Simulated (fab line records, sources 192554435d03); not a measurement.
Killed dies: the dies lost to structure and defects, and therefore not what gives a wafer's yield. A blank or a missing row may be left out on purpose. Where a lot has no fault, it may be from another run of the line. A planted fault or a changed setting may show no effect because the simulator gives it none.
fab line records | flow n5_finfet
record lots=7 | wafers=21
route steps=1938 shown BEOL_M6@1200 BEOL_M8@1350 BEOL_M9@1419 BEOL_M10@1476
start_h: hours from the record's opening day to when the first of the lot's shown wafers began | wait_h: how many hours have passed since the lot's step before this one | " same as the row above | L1.1+2: a row that stands for several wafers | - no value, or no start was given | * or withheld: withheld | < > ~ a bound
route shown NAME@n: names a module that has steps shown in the file, with the first one's number in the route | usual: mean/standard deviation of fault-free wafers | same: alike in all rows | chamber/n: place in a boat | sites: per-site readings | _std_site: standard deviation across them | _edge_site: mean of outer sites minus mean of inner sites | radius_mm: how far each site lies from the wafer's centre | mask NAME#n: copy n | behind: the most recent tool/chamber to have shaped the wafer | hold: why the lot was held/for how many hours/how that ended | device: transistor that didn't switch, given as n, p or np | end of line: the same wafers' tests at the end of the route | a step given without rows: its recipe and nothing more | killed: the dies lost at the first sort to structure and to defects; this is not the yield of the wafer | map: per-die view of a wafer (x killed, . not killed, _ where there is no die)
set.NAME: the setting the step ran with; set.NAME@STEP: the setting that earlier step ran with | model.NAME: the simulator's own value behind a step, which no gauge read
lots with deliberately changed settings; one table per step, one row per wafer
## steps
# step N5_BEOL_M6_COAT_60
# recipe resist=SiARC | temp_c=220 | time_s=60 | spin_rpm=1500 | resist_thk_nm=35
lot.wafer  | tool           | chamber | start_h | wait_h | set.spin_rpm | model.SiARC_of_BEOL_M6_COAT_60.thk_nm
L074.3     | litho_track-01 | 0       | -       | -      | 1593         | 33.8
L074.4+6   | "              | 0       | "       | "      | 1593         | 34
L075.1+3+4 | litho_track-03 | 0       | -       | -      | 1500         | 35
L079.1+3   | litho_track-02 | 0       | -       | -      | 1500         | 35.2
L079.6     | "              | 0       | "       | "      | 1595         | 34.2
L083.2     | litho_track-01 | 0       | -       | -      | 1500         | 35
L083.4+6   | "              | 0       | "       | "      | 1408         | 36.2
L087.1+6   | litho_track-02 | 0       | -       | -      | 1336         | 37.2
L087.4     | "              | 0       | "       | "      | 1500         | 35
L090.3+4+5 | litho_track-01 | 0       | -       | -      | 1500         | 35
L091.2     | litho_track-01 | 0       | -       | -      | 1500         | 35
L091.5     | "              | 0       | "       | "      | 1437         | 35.6
L091.6     | "              | 0       | "       | "      | 1500         | 34.8
# step N5_BEOL_M6_COAT_05
# recipe resist=CAR-ArF | spin_rpm=1500 | resist_thk_nm=90
# step N5_BEOL_M6_EBR_07
# recipe solvent=PGMEA | ebr_width_mm=1.5
# step N5_BEOL_M6_DESCUM_16
# recipe chemistry=O2 | time_s=7.9 | source_power_w=50 | bias_power_w=20 | pressure_mtorr=20 | rf_frequency_hz=2.712e+07 | temp_c=40 | resist=CAR-ArF | o2_flow_sccm=225
# step N5_BEOL_M6_ETCH_61
# recipe chemistry=CF4 | target=SiARC | target_depth_a=455 | mask_material=CAR-ArF | time_s=75.8 | ion_energy_ev=80 | pressure_mtorr=40 | source_w=545 | bias_w=36 | Ar_flow_sccm=100 | cf4_flow_sccm=100 | ends=cleared
lot.wafer | tool        | chamber | start_h | wait_h | set.spin_rpm@BEOL_M6_COAT_60 | model.CAR-ArF_of_BEOL_M6_COAT_05.thk_nm | model.etch.depth_nm
L074.3    | rie_diel-05 | 3       | 180.24  | 0.0    | 1593                         | 52.2                                    | 33.84
L074.4    | "           | 0       | "       | "      | 1593                         | 52                                      | 34.06
L074.6    | "           | 2       | "       | "      | 1593                         | 51.8                                    | 33.95
L075.1    | rie_diel-05 | 2       | 197.62  | 0.0    | 1500                         | 51                                      | 34.93
L075.3    | "           | 1       | "       | "      | 1500                         | 51.2                                    | 34.99
L075.4    | "           | 3       | "       | "      | 1500                         | 51.4                                    | 34.99
L079.1    | rie_diel-04 | 0       | 214.37  | 0.0    | 1500                         | 51                                      | 35.15
L079.3    | "           | 2       | "       | "      | 1500                         | 50.8                                    | 35.16
L079.6    | "           | 3       | "       | "      | 1595                         | 51.8                                    | 34.15
L083.2    | rie_diel-02 | 3       | 235.34  | 0.0    | 1500                         | 50.4                                    | 35.09
L083.4    | "           | 1       | "       | "      | 1408                         | 49.4                                    | 36.14
L083.6    | "           | 0       | "       | "      | 1408                         | 49.4                                    | 36.25
L087.1    | rie_diel-05 | 0       | 271.92  | 0.0    | 1336                         | 48.8                                    | 37.18
L087.4    | "           | 3       | "       | "      | 1500                         | 51                                      | 35.09
L087.6    | "           | 2       | "       | "      | 1336                         | 48.8                                    | 37.13
L090.3    | rie_diel-02 | 0       | 279.51  | 0.0    | 1500                         | 50.8                                    | 35.03
L090.4    | "           | 2       | "       | "      | 1500                         | 50.8                                    | 35.06
L090.5    | "           | 2       | "       | "      | 1500                         | 50.8                                    | 35.05
L091.2    | rie_diel-05 | 1       | 288.40  | 0.0    | 1500                         | 51                                      | 34.99
L091.5    | "           | 3       | "       | "      | 1437                         | 50.4                                    | 35.55
L091.6    | "           | 2       | "       | "      | 1500                         | 51                                      | 34.88
# step N5_BEOL_M6_ETCH_62
# recipe chemistry=N2/H2 | target=SOC | target_depth_a=1100 | overetch_a=220 | mask_material=SiARC | temp_c=40 | time_s=165 | ion_energy_ev=200 | pressure_mtorr=30 | source_w=840 | bias_w=150 | n2_flow_sccm=200 | h2_flow_sccm=200
lot.wafer  | tool        | chamber | start_h | wait_h | set.time_s
L074.3+4   | rie_diel-05 | 3,0     | 180.30  | 0.0    | 129.1
L074.6     | "           | 2       | "       | "      | 165
L075.1+3+4 | rie_diel-05 | 2,1,3   | 197.67  | 0.0    | 165
L079.1     | rie_diel-04 | 0       | 214.42  | 0.0    | 186.6
L079.3+6   | "           | 2,3     | "       | "      | 165
L083.2+6   | rie_diel-02 | 3,0     | 235.39  | 0.0    | 165
L083.4     | "           | 1       | "       | "      | 144.6
L087.1+4   | rie_diel-05 | 0,3     | 271.97  | 0.0    | 165
L087.6     | "           | 2       | "       | "      | 195
L090.3+4+5 | rie_diel-02 | 0,2,2   | 279.57  | 0.0    | 165
L091.2+5+6 | rie_diel-05 | 1,3,2   | 288.46  | 0.0    | 165
# step N5_BEOL_M6_STRIP_68
# recipe chemistry=N2/H2 | temp_c=40 | n2_flow_sccm=200 | h2_flow_sccm=200 | rf_frequency_hz=6e+07
# step N5_BEOL_M6_STRIP_67
# recipe chemistry=CF4 | resist=SiARC | power_w=300 | bias_power_w=75 | pressure_mtorr=50 | cf4_flow_sccm=150 | rf_frequency_hz=6e+07
# step N5_BEOL_M6_HM_OPEN_17
# recipe chemistry=Cl2/BCl3 | target_depth_a=200 | overetch_a=60 | target=TiN | mask_material=SOC | ion_energy_ev=150 | pressure_mtorr=10 | icp_w=1000 | bias_w=126 | Cl2_flow_sccm=53.25 | bcl3_flow_sccm=21.75 | Ar_flow_sccm=25
lot.wafer | tool         | chamber | start_h | wait_h | set.time_s@BEOL_M6_ETCH_62 | model.etch.depth_nm
L074.3    | rie_metal-02 | 1       | 180.52  | 0.1    | 129.1                      | 20.15
L074.4    | "            | 0       | "       | "      | 129.1                      | 20.09
L074.6    | "            | 1       | "       | "      | 165                        | 19.8
L075.1    | rie_metal-01 | 1       | 197.86  | 0.0    | 165                        | 19.97
L075.3    | "            | 1       | "       | "      | 165                        | 19.83
L075.4    | "            | 0       | "       | "      | 165                        | 20.19
L079.1    | rie_metal-01 | 0       | 214.61  | 0.0    | 186.6                      | 18.28
L079.3    | "            | 0       | "       | "      | 165                        | 19.95
L079.6    | "            | 1       | "       | "      | 165                        | 20.16
L083.2    | rie_metal-01 | 1       | 235.58  | 0.0    | 165                        | 20.02
L083.4    | "            | 0       | "       | "      | 144.6                      | 19.9
L083.6    | "            | 0       | "       | "      | 165                        | 19.97
L087.1+4  | rie_metal-02 | 1,0     | 272.16  | 0.0    | 165                        | 20.19
L087.6    | "            | 1       | "       | "      | 195                        | 17.37
L090.3    | rie_metal-02 | 1       | 279.79  | 0.1    | 165                        | 19.53
L090.4    | "            | 0       | "       | "      | 165                        | 19.87
L090.5    | "            | 0       | "       | "      | 165                        | 19.52
L091.2    | rie_metal-01 | 1       | 288.65  | 0.0    | 165                        | 20.08
L091.5    | "            | 0       | "       | "      | 165                        | 20.31
L091.6    | "            | 1       | "       | "      | 165                        | 20.15
# step N5_BEOL_M6_TRENCH_ETCH_37
# recipe chemistry=C4F6/O2 | target_depth_a=944.35 | target=SiCOH_lowk | time_s=31.5 | ion_energy_ev=250 | pressure_mtorr=30 | source_w=345 | bias_w=185 | Ar_flow_sccm=300 | C4F6_flow_sccm=10 | O2_flow_sccm=10
# usual rf_vpp_V=662/12
lot.wafer | tool        | chamber | start_h | wait_h | set.source_w | rf_vpp_V
L074.3    | rie_diel-04 | 0       | -       | -      | 345          | 665
L074.4    | "           | 2       | "       | "      | 325.2        | 665
L074.6    | "           | 3       | "       | "      | 325.2        | 688
L075.1    | rie_diel-04 | 2       | -       | -      | 345          | 645
L075.3    | "           | 1       | "       | "      | 345          | 655
L075.4    | "           | 0       | "       | "      | 345          | 667
L079.1    | rie_diel-02 | 0       | -       | -      | 345          | 666
L079.3    | "           | 2       | "       | "      | 322.6        | 692
L079.6    | "           | 3       | "       | "      | 345          | 641
L083.2    | rie_diel-05 | 0       | -       | -      | 345          | 670
L083.4    | "           | 2       | "       | "      | 345          | 655
L083.6    | "           | 1       | "       | "      | 383.6        | 631
L087.1    | rie_diel-05 | 0       | -       | -      | 290.8        | 730
L087.4    | "           | 1       | "       | "      | 345          | 664
L087.6    | "           | 2       | "       | "      | 290.8        | 715
L090.3    | rie_diel-05 | 1       | -       | -      | 345          | 666
L090.4    | "           | 3       | "       | "      | 345          | 686
L090.5    | "           | 3       | "       | "      | 345          | 686
L091.2    | rie_diel-04 | 0       | -       | -      | 380.1        | 633
L091.5    | "           | 0       | "       | "      | 345          | 666
L091.6    | "           | 3       | "       | "      | 345          | 666
# step N5_BEOL_M8_ETCH_62
# recipe chemistry=N2/H2 | target=SOC | target_depth_a=1100 | overetch_a=220 | mask_material=SiARC | temp_c=40 | time_s=165 | ion_energy_ev=200 | pressure_mtorr=30 | source_w=840 | bias_w=150 | n2_flow_sccm=200 | h2_flow_sccm=200
# usual rf_vpp_V=524.5/2.4
lot.wafer | tool        | chamber | start_h | wait_h | set.source_w | rf_vpp_V
L074.3    | rie_diel-02 | 2       | 202.49  | 0.0    | 967.9        | 496.5
L074.4    | "           | 0       | "       | "      | 967.9        | 499.1
L074.6    | "           | 2       | "       | "      | 967.9        | 496.1
L075.1    | rie_diel-05 | 0       | 218.51  | 0.0    | 840          | 528.5
L075.3    | "           | 2       | "       | "      | 840          | 527.6
L075.4    | "           | 3       | "       | "      | 840          | 524.4
L079.1    | rie_diel-04 | 3       | 232.20  | 0.0    | 840          | 527.4
L079.3    | "           | 0       | "       | "      | 840          | 523.0
L079.6    | "           | 0       | "       | "      | 840          | 523.1
L083.2    | rie_diel-02 | 2       | 251.40  | 0.0    | 840          | 522.8
L083.4    | "           | 3       | "       | "      | 939.7        | 503.7
L083.6    | "           | 2       | "       | "      | 939.7        | 501.4
L087.1    | rie_diel-05 | 2       | 290.67  | 0.0    | 952.8        | 503.8
L087.4    | "           | 3       | "       | "      | 952.8        | 500.9
L087.6    | "           | 0       | "       | "      | 840          | 528.2
L090.3    | rie_diel-05 | 1       | 297.55  | 0.0    | 840          | 521.5
L090.4    | "           | 0       | "       | "      | 882.4        | 519.7
L090.5    | "           | 0       | "       | "      | 840          | 527.7
L091.2    | rie_diel-04 | 3       | 301.60  | 0.0    | 770          | 541.3
L091.5    | "           | 1       | "       | "      | 840          | 521.7
L091.6    | "           | 2       | "       | "      | 770          | 540.3
# step N5_BEOL_M9_ETCH_62
# recipe chemistry=N2/H2 | target=SOC | target_depth_a=1100 | overetch_a=220 | mask_material=SiARC | temp_c=40 | time_s=165 | ion_energy_ev=200 | pressure_mtorr=30 | source_w=840 | bias_w=150 | n2_flow_sccm=200 | h2_flow_sccm=200
# usual rf_vpp_V=522.3/1.6
lot.wafer | tool        | chamber | start_h | wait_h | set.source_w | rf_vpp_V
L074.3    | rie_diel-01 | 0       | 212.35  | 0.0    | 840          | 522.6
L074.4    | "           | 2       | "       | "      | 840          | 524.1
L074.6    | "           | 0       | "       | "      | 749.5        | 541.2
L075.1    | rie_diel-01 | 2       | 227.09  | 0.0    | 840          | 522.6
L075.3    | "           | 1       | "       | "      | 840          | 522.7
L075.4    | "           | 3       | "       | "      | 840          | 524.0
L079.1    | rie_diel-01 | 2       | 240.75  | 0.0    | 840          | 522.3
L079.3    | "           | 1       | "       | "      | 732.7        | 546.1
L079.6    | "           | 0       | "       | "      | 732.7        | 546.4
L083.2    | rie_diel-01 | 3       | 259.43  | 0.0    | 840          | 522.3
L083.4    | "           | 0       | "       | "      | 840          | 521.6
L083.6    | "           | 2       | "       | "      | 840          | 520.9
L087.1    | rie_diel-03 | 1       | 297.24  | 0.0    | 840          | 521.5
L087.4    | "           | 2       | "       | "      | 840          | 523.9
L087.6    | "           | 0       | "       | "      | 840          | 524.8
L090.3    | rie_diel-03 | 1       | 304.78  | 0.0    | 715.9        | 550.7
L090.4    | "           | 0       | "       | "      | 840          | 525.0
L090.5    | "           | 0       | "       | "      | 840          | 524.5
L091.2    | rie_diel-03 | 0       | 311.06  | 0.0    | 784.4        | 536.3
L091.5    | "           | 2       | "       | "      | 784.4        | 535.0
L091.6    | "           | 3       | "       | "      | 840          | 520.2
# step N5_BEOL_M9_COAT_22
# recipe resist=CAR-EUV | spin_rpm=1500 | resist_thk_nm=30
lot.wafer  | tool           | chamber | start_h | wait_h | set.spin_rpm | model.CAR-EUV_of_BEOL_M9_COAT_22.thk_nm
L074.3     | litho_track-01 | 0       | -       | -      | 1500         | 30.2
L074.4     | "              | 0       | "       | "      | 1500         | 30
L074.6     | "              | 0       | "       | "      | 1666         | 28.6
L075.1+3+4 | litho_track-02 | 0       | -       | -      | 1500         | 30
L079.1     | litho_track-02 | 0       | -       | -      | 1500         | 30.2
L079.3     | "              | 0       | "       | "      | 1643         | 28.8
L079.6     | "              | 0       | "       | "      | 1500         | 30.4
L083.2     | litho_track-04 | 0       | -       | -      | 1500         | 30.2
L083.4     | "              | 0       | "       | "      | 1500         | 30.4
L083.6     | "              | 0       | "       | "      | 1432         | 31
L087.1     | litho_track-01 | 0       | -       | -      | 1500         | 30
L087.4     | "              | 0       | "       | "      | 1365         | 31.4
L087.6     | "              | 0       | "       | "      | 1500         | 30.2
L090.3     | litho_track-01 | 0       | -       | -      | 1500         | 30
L090.4     | "              | 0       | "       | "      | 1500         | 30.2
L090.5     | "              | 0       | "       | "      | 1434         | 30.8
L091.2     | litho_track-02 | 0       | -       | -      | 1500         | 29.8
L091.5+6   | "              | 0       | "       | "      | 1500         | 30
# step N5_BEOL_M9_EBR_24
# recipe solvent=PGMEA | ebr_width_mm=1.5
# step N5_BEOL_M9_SOFTBAKE_23
# recipe temp_c=110 | time_s=60 | resist=CAR-EUV
# step N5_BEOL_M9_EXPOSE_25
# recipe mask_id=V8 | na=0.33 | source_shape=annular | sigma_inner=0.4 | sigma_outer=0.8 | polarization=unpolarized | dose_mj=37.25
# step N5_BEOL_M9_PEB_26
# recipe peb_temp_c=100 | peb_time_s=60 | resist=CAR-EUV
# step N5_BEOL_M9_DEVELOP_27
# recipe develop_time_s=30 | developer=TMAH | resist=CAR-EUV | rinse_liquid=surfactant_rinse | dry=air_spin | dev_temp_c=23
lot.wafer  | tool           | chamber | start_h | wait_h | set.spin_rpm@BEOL_M9_COAT_22 | model.CAR-EUV_of_BEOL_M9_COAT_22.thk_nm
L074.3+4   | litho_track-01 | 0       | -       | -      | 1500                         | 29.6
L074.6     | "              | 0       | "       | "      | 1666                         | 28.2
L075.1+3+4 | litho_track-01 | 0       | -       | -      | 1500                         | 29.6
L079.1+6   | litho_track-02 | 0       | -       | -      | 1500                         | 29.8
L079.3     | "              | 0       | "       | "      | 1643                         | 28.4
L083.2+4   | litho_track-02 | 0       | -       | -      | 1500                         | 29.8
L083.6     | "              | 0       | "       | "      | 1432                         | 30.6
L087.1     | litho_track-02 | 0       | -       | -      | 1500                         | 29.6
L087.4     | "              | 0       | "       | "      | 1365                         | 31
L087.6     | "              | 0       | "       | "      | 1500                         | 29.8
L090.3     | litho_track-04 | 0       | -       | -      | 1500                         | 29.6
L090.4     | "              | 0       | "       | "      | 1500                         | 29.8
L090.5     | "              | 0       | "       | "      | 1434                         | 30.4
L091.2+5   | litho_track-02 | 0       | -       | -      | 1500                         | 29.4
L091.6     | "              | 0       | "       | "      | 1500                         | 29.6
# step N5_BEOL_M10_COAT_60
# recipe resist=SiARC | temp_c=220 | time_s=60 | spin_rpm=1500 | resist_thk_nm=30
lot.wafer | tool           | chamber | start_h | wait_h | set.spin_rpm | model.SiARC_of_BEOL_M10_COAT_60.thk_nm
L074.3+6  | litho_track-05 | 0       | -       | -      | 1500         | 30
L074.4    | "              | 0       | "       | "      | 1624         | 28.8
L075.1+3  | litho_track-04 | 0       | -       | -      | 1500         | 30
L075.4    | "              | 0       | "       | "      | 1500         | 30.2
L079.1+6  | litho_track-03 | 0       | -       | -      | 1500         | 30
L079.3    | "              | 0       | "       | "      | 1621         | 28.8
L083.2+4  | litho_track-03 | 0       | -       | -      | 1500         | 30
L083.6    | "              | 0       | "       | "      | 1631         | 28.8
L087.1    | litho_track-05 | 0       | -       | -      | 1408         | 31
L087.4    | "              | 0       | "       | "      | 1500         | 29.8
L087.6    | "              | 0       | "       | "      | 1500         | 30
L090.3    | litho_track-05 | 0       | -       | -      | 1500         | 29.8
L090.4    | "              | 0       | "       | "      | 1395         | 31
L090.5    | "              | 0       | "       | "      | 1395         | 30.8
L091.2    | litho_track-04 | 0       | -       | -      | 1500         | 30.2
L091.5+6  | "              | 0       | "       | "      | 1433         | 30.8
## key
split step=N5_BEOL_M6_COAT_60 | setting=spin_rpm | stated=1500 | by=wafer
response step=N5_BEOL_M6_COAT_60 | reading=model.SiARC_of_BEOL_M6_COAT_60.thk_nm | change=-0.189 | per=1% | r=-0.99
response step=N5_BEOL_M6_ETCH_61 | reading=model.CAR-ArF_of_BEOL_M6_COAT_05.thk_nm | change=+0.179 | per=1% | r=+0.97
response step=N5_BEOL_M6_ETCH_61 | reading=model.etch.depth_nm | change=-0.179 | per=1% | r=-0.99
split step=N5_BEOL_M6_ETCH_62 | setting=time_s | stated=165 | by=wafer
response step=N5_BEOL_M6_HM_OPEN_17 | reading=model.etch.depth_nm | shape=bent | at_lowest=20.12 | at_stated=19.98 | at_highest=17.37
split step=N5_BEOL_M6_TRENCH_ETCH_37 | setting=source_w | stated=345 | by=wafer
response step=N5_BEOL_M6_TRENCH_ETCH_37 | reading=rf_vpp_V | change=-3.48 | per=1% | r=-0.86
split step=N5_BEOL_M8_ETCH_62 | setting=source_w | stated=840 | by=wafer
response step=N5_BEOL_M8_ETCH_62 | reading=rf_vpp_V | change=-1.86 | per=1% | r=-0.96
split step=N5_BEOL_M9_ETCH_62 | setting=source_w | stated=840 | by=wafer
response step=N5_BEOL_M9_ETCH_62 | reading=rf_vpp_V | change=-1.82 | per=1% | r=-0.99
split step=N5_BEOL_M9_COAT_22 | setting=spin_rpm | stated=1500 | by=wafer
response step=N5_BEOL_M9_COAT_22 | reading=model.CAR-EUV_of_BEOL_M9_COAT_22.thk_nm | change=-0.146 | per=1% | r=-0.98
response step=N5_BEOL_M9_DEVELOP_27 | reading=model.CAR-EUV_of_BEOL_M9_COAT_22.thk_nm | change=-0.141 | per=1% | r=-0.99
split step=N5_BEOL_M10_COAT_60 | setting=spin_rpm | stated=1500 | by=wafer
response step=N5_BEOL_M10_COAT_60 | reading=model.SiARC_of_BEOL_M10_COAT_60.thk_nm | change=-0.149 | per=1% | r=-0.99
